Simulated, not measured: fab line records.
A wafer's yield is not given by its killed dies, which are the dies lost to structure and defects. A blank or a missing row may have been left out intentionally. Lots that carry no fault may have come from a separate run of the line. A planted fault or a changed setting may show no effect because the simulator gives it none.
fab line records	flow n5_finfet
record lots=7	wafers=21	last_day=20
route steps=1938 shown BEOL_M15@1777
lots untouched by any fault: they come from a run of this same line in which no faults occurred
start_h: the number of hours between the record's first day and the start of the first shown wafer of the lot	wait_h: hours from the lot's prior step to this one	" the same as in the row above	L1.1+2: one row covering several wafers at once	- no value, or no start was given	* or withheld: withheld	< > ~ a bound
route shown NAME@n: names a module that has steps shown in the file, with the first one's number in the route	usual: the fault-free wafers' mean and standard deviation	same: alike in all rows	chamber/n: place in a boat	sites: each site's reading	_std_site: standard deviation across them	_edge_site: the outer-site mean with the inner-site mean subtracted	radius_mm: how far each site lies from the wafer's centre	mask NAME#n: copy n	behind: the most recent tool/chamber to have shaped the wafer	hold: why the lot was held/for how many hours/how that ended	device: whichever transistor did not switch (one of n, p or np)	end of line: tests of these same wafers at the route's end	a step without rows: its recipe alone	killed: at the first sort, the dies lost to defects and structure; wafer yield is something else	map: the dies of a wafer, with x for killed, . for not killed, _ for no die there
set.NAME: the setting the step ran with; set.NAME@STEP: the setting that earlier step ran with	model.NAME: the simulator's own value behind a step, which no gauge read
lots at some steps of the route; a table a step, a row a wafer
services: a tool's chamber out of use, with start hour (start_h, from the record's first day; less than 0 if before it), hours out, and reason
## steps
# step N5_BEOL_M15_EBR_06
# recipe solvent=PGMEA	ebr_width_mm=1.5
# step N5_BEOL_M15_SOFTBAKE_05
# recipe temp_c=130	time_s=60
# step N5_BEOL_M15_EXPOSE_07
# recipe mask_id=V14	na=0.8	source_shape=annular	sigma_inner=0.5	sigma_outer=0.8	polarization=unpolarized	attpsm_phase_deg=180	dose_mj=41.25
# step N5_BEOL_M15_PEB_08
# recipe peb_temp_c=130	peb_time_s=90
# step N5_BEOL_M15_DEVELOP_09
# recipe develop_time_s=45	rinse_liquid=diw	dry=air_spin	dev_temp_c=21
# step N5_BEOL_M15_HARDBAKE_14
# recipe temp_c=130	time_s=120
# step N5_BEOL_M15_CD_MEAS_10
# recipe target_cd_nm=360	landing_energy_ev=500	detector=se_inlens	polarity=opening
# usual cd_nm=360.6/1.1
lot.wafer	tool	chamber	start_h	wait_h	cd_nm
L275.1	cd_sem-03	0	290.50	-	361.4
L275.2	"	0	"	"	360.1
L275.6	"	0	"	"	359.9
L279.2	cd_sem-03	0	344.03	-	361.4
L279.5	"	0	"	"	362.3
L279.6	"	0	"	"	360.8
L293.1	cd_sem-01	0	383.12	-	359.5
L293.5	"	0	"	"	361.3
L293.6	"	0	"	"	360.9
L289.1	cd_sem-03	0	392.58	-	361.2
L289.2	"	0	"	"	360.9
L289.4	"	0	"	"	359.6
L290.1	cd_sem-02	0	402.87	-	360.8
L290.3	"	0	"	"	359.1
L290.6	"	0	"	"	360.2
L298.3	cd_sem-03	0	436.38	-	360.1
L298.4	"	0	"	"	359.7
L298.5	"	0	"	"	358.6
L296.2	cd_sem-01	0	460.92	-	359.5
L296.3	"	0	"	"	359.2
L296.5	"	0	"	"	360.6
# step N5_BEOL_M15_OVL_MEAS_11
# recipe points_per_wafer=44
# usual V14_OVL=4/6.6
lot.wafer	tool	chamber	start_h	wait_h	V14_OVL[nm]
L275.1	overlay-01	0	290.53	0.0	20
L275.2	"	0	"	"	11
L275.6	"	0	"	"	13
L279.2	overlay-01	0	344.06	0.0	2
L279.5	"	0	"	"	0
L279.6	"	0	"	"	5
L293.1	overlay-01	0	383.15	0.0	6
L293.5	"	0	"	"	6
L293.6	"	0	"	"	0
L289.1	overlay-02	0	392.62	0.0	-2
L289.2	"	0	"	"	7
L289.4	"	0	"	"	6
L290.1	overlay-02	0	402.90	0.0	17
L290.3	"	0	"	"	15
L290.6	"	0	"	"	5
L298.3	overlay-01	0	436.41	0.0	7
L298.4	"	0	"	"	8
L298.5	"	0	"	"	-1
L296.2	overlay-02	0	460.95	0.0	2
L296.3	"	0	"	"	2
L296.5	"	0	"	"	-5
# step N5_BEOL_M15_INSPECT_12
# recipe mode=adi	inspect_instrument=macro
# usual raw_defect_count=1.9/1.3
lot.wafer	tool	chamber	start_h	wait_h	raw_defect_count
L275.1	defect_inspect-01	-	290.56	0.0	0
L275.2	"	-	"	"	2
L275.6	"	-	"	"	1
L279.2	defect_inspect-02	-	344.08	0.0	0
L279.5	"	-	"	"	2
L279.6	"	-	"	"	2
L293.1	defect_inspect-02	-	383.18	0.0	2
L293.5	"	-	"	"	3
L293.6	"	-	"	"	2
L289.1	defect_inspect-02	-	392.64	0.0	3
L289.2	"	-	"	"	3
L289.4	"	-	"	"	1
L290.1	defect_inspect-01	-	402.93	0.0	2
L290.3	"	-	"	"	1
L290.6	"	-	"	"	2
L298.3	defect_inspect-02	-	436.43	0.0	0
L298.4	"	-	"	"	0
L298.5	"	-	"	"	0
L296.2	defect_inspect-02	-	460.97	0.0	2
L296.3	"	-	"	"	3
L296.5	"	-	"	"	2
# step N5_BEOL_M15_DESCUM_15
# recipe chemistry=O2	time_s=7.9	source_power_w=50	bias_power_w=20	pressure_mtorr=20	rf_frequency_hz=2.712e+07	temp_c=40	o2_flow_sccm=225
# usual drypump_motor_current_A=5.7/0.54	oes_product_au=0.77/0.076	rf_vpp_V=243.0/1.4	showerhead_plenum_p_Torr=2.08/0.065	temp_c=39.99/0.1	throttle_valve_pct=20.54/0.2
lot.wafer	tool	chamber	start_h	wait_h	drypump_motor_current_A	oes_product_au	rf_hours_counter_h	rf_vpp_V	showerhead_plenum_p_Torr	temp_c	throttle_valve_pct
L275.1	rie_diel-03	1	290.59	0.0	6.1	0.72	183	241.9	2.00	39.99	20.12
L275.2	"	2	"	"	5.0	0.73	179	244.3	2.16	39.90	20.48
L275.6	"	1	"	"	6.1	0.72	-	241.0	2.00	40.02	20.11
L279.2	rie_diel-03	2	344.11	0.0	5.0	0.72	190	244.7	2.16	39.95	20.49
L279.5	"	0	"	"	5.6	0.68	-	241.9	2.07	39.99	20.78
L279.6	"	1	"	"	6.1	0.71	-	240.9	1.99	39.95	20.15
L293.1	rie_diel-03	1	383.55	0.4	6.1	0.70	205	240.6	1.99	39.88	20.14
L293.5	"	2	"	"	5.0	0.72	-	245.2	2.16	40.01	20.50
L293.6	"	3	"	"	5.3	0.83	-	243.8	2.11	39.90	20.57
L289.1	rie_diel-03	3	392.67	0.0	5.3	0.82	99	244.4	2.11	40.10	20.58
L289.2	"	2	"	"	5.0	0.71	205	245.1	2.16	40.14	20.51
L289.4	"	1	"	"	6.1	0.70	-	242.6	1.99	39.98	20.14
L290.1	rie_diel-03	0	403.11	0.2	5.6	0.98	1	241.4	2.06	40.05	20.42
L290.3	"	1	"	"	6.1	0.69	212	240.9	1.99	40.00	20.16
L290.6	"	0	"	"	5.6	0.97	-	243.5	2.06	40.16	20.41
L298.3	rie_diel-06	3	436.47	0.0	5.2	0.74	132	244.2	2.11	40.14	20.86
L298.4	"	2	"	"	6.4	0.71	226	242.1	1.98	39.99	20.59
L298.5	"	2	"	"	6.4	0.71	-	242.3	1.98	40.07	20.59
L296.2	rie_diel-06	0	461.00	0.0	6.4	0.84	49	244.5	2.13	40.03	20.57
L296.3	"	2	"	"	6.4	0.70	233	242.0	1.98	39.98	20.60
L296.5	"	2	"	"	6.4	0.71	-	242.4	1.98	39.95	20.61
# step N5_BEOL_M15_ETCH_59
# recipe chemistry=N2/H2	target=BARC	target_depth_a=890	overetch_a=267	time_s=67.9	ion_energy_ev=200	pressure_mtorr=30	source_w=840	bias_w=150	n2_flow_sccm=200	h2_flow_sccm=200
# usual drypump_motor_current_A=5.8/0.54	n2_flow_sccm=200.0/0.59	oes_product_au=0.66/0.06	rf_vpp_V=523.5/2.4	showerhead_plenum_p_Torr=2.53/0.082	throttle_valve_pct=17.99/0.18
lot.wafer	tool	chamber	start_h	wait_h	drypump_motor_current_A	n2_flow_sccm	oes_product_au	rf_hours_counter_h	rf_vpp_V	showerhead_plenum_p_Torr	throttle_valve_pct
L275.1	rie_diel-03	1	290.63	0.0	6.1	199.7	0.61	183	521.1	2.43	17.69
L275.2	"	2	"	"	5.0	200.2	0.63	179	526.6	2.63	17.96
L275.6	"	1	"	"	6.1	200.1	0.62	-	520.6	2.43	17.69
L279.2	rie_diel-03	2	344.15	0.0	5.0	200.5	0.63	190	525.8	2.63	17.98
L279.5	"	0	"	"	5.6	199.5	0.60	-	522.4	2.50	18.16
L279.6	"	1	"	"	6.1	199.8	0.61	-	520.5	2.42	17.73
L293.1	rie_diel-03	1	383.58	0.0	6.1	200.0	0.60	205	521.4	2.42	17.74
L293.5	"	2	"	"	5.0	200.2	0.62	-	526.5	2.62	18.00
L293.6	"	3	"	"	5.4	200.6	0.70	-	524.7	2.57	18.00
L289.1	rie_diel-03	3	392.71	0.0	5.3	199.6	0.69	99	524.8	2.57	18.01
L289.2	"	2	"	"	5.0	200.1	0.62	205	526.3	2.62	18.01
L289.4	"	1	"	"	6.1	199.8	0.60	-	520.0	2.42	17.73
L290.1	rie_diel-03	0	403.15	0.0	5.5	200.0	0.83	1	522.7	2.49	17.75
L290.3	"	1	"	"	6.1	200.4	0.60	212	521.7	2.41	17.76
L290.6	"	0	"	"	5.5	200.8	0.82	-	523.0	2.50	17.74
L298.3	rie_diel-06	3	436.50	0.0	5.2	200.1	0.63	132	524.3	2.55	18.28
L298.4	"	2	"	"	6.4	200.0	0.62	226	519.7	2.41	18.12
L298.5	"	2	"	"	6.4	200.0	0.61	-	520.1	2.41	18.12
L296.2	rie_diel-06	0	461.04	0.0	6.4	199.4	0.72	49	525.7	2.58	17.98
L296.3	"	2	"	"	6.4	200.3	0.61	233	519.4	2.41	18.14
L296.5	"	2	"	"	6.4	200.4	0.61	-	520.5	2.41	18.13
# step N5_BEOL_M15_VIA_ETCH_16
# recipe chemistry=C4F8/O2/Ar	target=SiO2	he_inner_torr=15	he_outer_torr=30	target_depth_a=17922	time_s=withheld	ion_energy_ev=800	pressure_mtorr=20	source_w=1905	bias_w=2040	Ar_flow_sccm=400	C4F8_flow_sccm=16	O2_flow_sccm=12	ends=cleared
# usual drypump_motor_current_A=5.8/0.54	oes_f_703_au=0.77/0.072	oes_product_au=0.70/0.068	rf_vpp_V=2226/21	showerhead_plenum_p_Torr=3.42/0.1	throttle_valve_pct=30.96/0.24
lot.wafer	tool	chamber	start_h	wait_h	drypump_motor_current_A	oes_f_703_au	oes_product_au	rf_vpp_V	showerhead_plenum_p_Torr	throttle_valve_pct
L275.1	rie_diel-03	1	290.68	0.0	6.1	0.73	0.65	2193	3.28	30.46
L275.2	"	2	"	"	5.0	0.72	0.67	2258	3.57	31.02
L275.6	"	1	"	"	6.1	0.73	0.65	2194	3.28	30.44
L279.2	rie_diel-03	2	344.20	0.0	5.0	0.72	0.65	2259	3.56	31.04
L279.5	"	0	"	"	5.6	0.69	0.62	2217	3.40	31.13
L279.6	"	1	"	"	6.1	0.72	0.63	2194	3.28	30.46
L293.1	rie_diel-03	1	383.63	0.0	6.1	0.71	0.63	2193	3.27	30.45
L293.5	"	2	"	"	5.0	0.72	0.64	2257	3.56	31.01
L293.6	"	3	"	"	5.4	0.80	0.74	2238	3.45	30.96
L289.1	rie_diel-03	3	392.76	0.0	5.4	0.81	0.73	2239	3.45	30.96
L289.2	"	2	"	"	5.0	0.71	0.64	2258	3.55	31.05
L289.4	"	1	"	"	6.1	0.71	0.63	2194	3.27	30.47
L290.1	rie_diel-03	0	403.20	0.0	5.5	0.96	0.89	2216	3.39	30.92
L290.3	"	1	"	"	6.1	0.71	0.63	2192	3.27	30.46
L290.6	"	0	"	"	5.5	0.97	0.89	2218	3.39	30.94
L298.3	rie_diel-06	3	436.55	0.0	5.2	0.75	0.67	2230	3.43	31.21
L298.4	"	2	"	"	6.4	0.71	0.64	2196	3.28	31.13
L298.5	"	2	"	"	6.4	0.72	0.64	2197	3.28	31.14
L296.2	rie_diel-06	0	461.09	0.0	6.4	0.85	0.77	2235	3.50	31.18
L296.3	"	2	"	"	6.4	0.71	0.64	2197	3.28	31.14
L296.5	"	2	"	"	6.4	0.71	0.64	2197	3.28	31.15
# step N5_BEOL_M15_STRIP_63
# recipe chemistry=O2	power_w=600	temp_c=60	pressure_mtorr=30	rf_frequency_hz=6e+07	bias_power_w=0	overash_fraction=0.3	o2_flow_sccm=225
# usual chamber_pressure_mTorr=30.00/0.037	drypump_motor_current_A=5.8/0.54	oes_product_au=0.77/0.075	rf_vpp_V=3.6/0.72	showerhead_plenum_p_Torr=2.09/0.065	temp_c=60.00/0.11	throttle_valve_pct=16.78/0.19
lot.wafer	tool	chamber	start_h	wait_h	chamber_pressure_mTorr	drypump_motor_current_A	oes_product_au	rf_hours_counter_h	rf_vpp_V	showerhead_plenum_p_Torr	temp_c	throttle_valve_pct
L275.1	rie_diel-03	1	290	-	30.02	6.1	0.72	183	2.6	2.00	59.97	16.37
L275.2	"	2	"	"	29.97	5.0	0.73	179	3.7	2.17	59.82	16.75
L275.6	"	1	"	"	29.92	6.1	0.74	-	3.6	2.00	60.12	16.42
L279.2	rie_diel-03	2	344	-	30.00	5.0	0.72	190	3.0	2.16	59.98	16.77
L279.5	"	0	"	"	29.99	5.6	0.68	-	4.1	2.07	59.90	17.04
L279.6	"	1	"	"	29.95	6.1	0.71	-	2.7	2.00	59.90	16.43
L293.1	rie_diel-03	1	383	-	21.05	6.1	0.69	205	4.2	1.99	60.16	16.44
L293.5	"	2	"	"	21.06	5.0	0.71	-	2.8	2.16	60.08	16.80
L293.6	"	3	"	"	20.96	5.4	0.82	-	3.8	2.12	60.05	16.79
L289.1	rie_diel-03	3	393	-	20.96	5.4	0.82	99	3.3	2.12	60.16	16.80
L289.2	"	2	"	"	20.97	5.0	0.71	205	2.9	2.16	59.91	16.80
L289.4	"	1	"	"	20.99	6.1	0.71	-	3.1	1.99	59.92	16.45
L290.1	rie_diel-03	0	403	-	20.98	5.6	0.99	1	3.6	2.07	59.98	16.60
L290.3	"	1	"	"	20.99	6.1	0.69	212	3.1	1.99	60.15	16.45
L290.6	"	0	"	"	20.99	5.6	0.99	-	4.0	2.07	59.88	16.59
L298.3	rie_diel-06	3	436	-	30.00	5.2	0.73	132	4.0	2.11	60.02	17.06
L298.4	"	2	"	"	30.07	6.4	0.73	226	3.2	1.98	60.23	16.84
L298.5	"	2	"	"	29.96	6.4	0.71	-	2.3	1.98	60.16	16.87
L296.2	rie_diel-06	0	461	-	30.02	6.4	0.86	49	4.1	2.14	60.19	16.78
L296.3	"	2	"	"	30.01	6.4	0.70	233	3.6	1.98	60.11	16.86
L296.5	"	2	"	"	29.96	6.4	0.71	-	2.6	1.98	59.95	16.85
# step N5_BEOL_M15_STRIP_64
# recipe chemistry=O2	power_w=600	temp_c=60	pressure_mtorr=30	rf_frequency_hz=6e+07	bias_power_w=0	overash_fraction=0.3	o2_flow_sccm=225
# usual chamber_pressure_mTorr=30.003/0.029	drypump_motor_current_A=5.7/0.54	oes_product_au=0.77/0.075	rf_vpp_V=3.7/0.47	showerhead_plenum_p_Torr=2.09/0.065	temp_c=60.01/0.11	throttle_valve_pct=16.78/0.19
lot.wafer	tool	chamber	start_h	wait_h	chamber_pressure_mTorr	drypump_motor_current_A	oes_product_au	rf_hours_counter_h	rf_vpp_V	showerhead_plenum_p_Torr	temp_c	throttle_valve_pct
L275.1	rie_diel-03	1	-	-	29.973	6.1	0.72	183	4.1	2.00	60.01	16.42
L275.2	"	2	"	"	30.036	5.0	0.74	179	4.2	2.17	60.04	16.78
L275.6	"	1	"	"	30.052	6.1	0.72	-	4.1	2.00	60.03	16.40
L279.2	rie_diel-03	2	-	-	29.993	5.0	0.72	190	3.1	2.16	59.89	16.79
L279.5	"	0	"	"	30.022	5.5	0.69	-	3.8	2.07	60.01	17.04
L279.6	"	1	"	"	29.974	6.1	0.70	-	3.3	2.00	60.20	16.42
L293.1	rie_diel-03	1	-	-	29.984	6.1	0.70	205	4.6	1.99	60.04	16.44
L293.5	"	2	"	"	29.999	5.0	0.71	-	3.7	2.16	60.06	16.81
L293.6	"	3	"	"	30.041	5.4	0.82	-	3.9	2.12	60.07	16.78
L289.1	rie_diel-03	3	-	-	29.962	5.4	0.82	99	3.6	2.12	59.89	16.80
L289.2	"	2	"	"	29.977	5.0	0.71	205	3.5	2.16	60.13	16.80
L289.4	"	1	"	"	30.006	6.1	0.70	-	3.9	1.99	59.98	16.43
L290.1	rie_diel-03	0	-	-	30.027	5.6	0.98	2	3.6	2.07	60.05	16.60
L290.3	"	1	"	"	30.053	6.1	0.70	212	3.8	1.99	59.80	16.45
L290.6	"	0	"	"	29.990	5.5	0.98	-	3.5	2.07	60.13	16.62
L298.3	rie_diel-06	3	-	-	29.961	5.2	0.74	132	3.6	2.11	60.03	17.07
L298.4	"	2	"	"	30.002	6.4	0.71	226	3.5	1.98	59.94	16.86
L298.5	"	2	"	"	30.059	6.4	0.71	-	3.4	1.98	60.07	16.86
L296.2	rie_diel-06	0	-	-	30.071	6.4	0.84	49	4.2	2.14	60.01	16.74
L296.3	"	2	"	"	30.013	6.4	0.71	233	4.2	1.98	60.16	16.88
L296.5	"	2	"	"	30.020	6.4	0.70	-	3.3	1.98	60.07	16.88
## services
tool	chamber	start_h	hours	kind
rie_diel-06	3	281.08	5.0	repair
rie_diel-06	1	284.55	4.9	repair
rie_diel-06	0	289.47	-	clean
rie_diel-06	0	289.47	-	consumable_replace:focus_ring
rie_diel-06	0	289.47	12.7	scheduled_down
rie_diel-06	0	289.47	12.7	vent_cycle
rie_diel-03	-	293.56	16.0	repair
rie_diel-03	0	385.10	-	clean
rie_diel-03	0	385.10	-	consumable_replace:focus_ring
rie_diel-03	0	385.10	14.8	scheduled_down
rie_diel-03	0	385.10	14.8	vent_cycle
rie_diel-03	-	403.77	0.4	repair
rie_diel-06	1	422.60	4.8	repair
rie_diel-06	3	441.09	5.5	repair
## key
first_sign step=N5_BEOL_M15_STRIP_63	reading=chamber_pressure_mTorr	direction=down	sigmas=99+	usual=*	struck=*
effect none on later readings
met_at N5_BEOL_M15_STRIP_63
struck_wafers L289.1,L289.2,L289.4,L290.1,L290.3,L290.6,L293.1,L293.5,L293.6
onset_between 344 383
fault kind=process_parameter_drift	tool=rie_diel-03	chamber=-	onset_h=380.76	steps=N5_BEOL_M15_STRIP_63	channel=pressure_mtorr	offset=*	shape=step	end_h=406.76	acts_in=*	stated=*
